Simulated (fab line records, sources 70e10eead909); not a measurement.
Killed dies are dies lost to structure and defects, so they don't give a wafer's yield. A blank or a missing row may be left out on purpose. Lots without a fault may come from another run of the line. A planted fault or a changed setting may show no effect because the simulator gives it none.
Chamber matching | flow nand_harc | NHARC_P_GATE_DEP_103 on pecvd-01: 3 sister chambers
The step deposits SiON, target thk 30 nm. 3 wafers are shown with their chamber, then 9 later ones without.

WAFERS WITH THEIR CHAMBER
wafer  | chamber | heater_power_w (W)
L975.3 | 2       | 744
L975.4 | 1       | 864
L975.5 | 0       | 913

WAFERS WITHOUT THEIR CHAMBER
wafer  | heater_power_w (W)
L976.1 | 891
L976.3 | 841
L976.4 | 770
L985.1 | 799
L985.3 | 897
L985.5 | 805
L988.2 | 931
L988.4 | 840
L988.5 | 935

WHICH CHAMBER EACH WENT THROUGH
wafer  | from the rows above          | in truth
L976.1 | can't be placed: 0 or 1      | 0
L976.3 | can't be placed: 1 or 0      | 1
L976.4 | 2                            | 2
L985.1 | can't be placed: 2 or 1 or 0 | 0
L985.3 | can't be placed: 0 or 1      | 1
L985.5 | can't be placed: 1 or 2 or 0 | 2
L988.2 | can't be placed: 0 or 1      | 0
L988.4 | can't be placed: 1 or 0      | 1
L988.5 | can't be placed: 0 or 1      | 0
Placed correctly: 1 of 9. Can't be placed from these rows: 8 (the true chamber is among the candidates in 8). Placed wrongly: 0.
How it was worked out, from the rows above alone: a wafer's distance from a chamber is the root of the sum, over the readings, of the square of ((its reading less the chamber's mean) divided by the reading's scatter). The wafer belongs to the nearest chamber; if the next one is less than 2 further off, it can't be placed. A chamber's mean is the mean of its shown wafers. The scatter: with one shown wafer a chamber, the root of the mean of the squares of how far each hidden wafer lies from its nearest shown one.
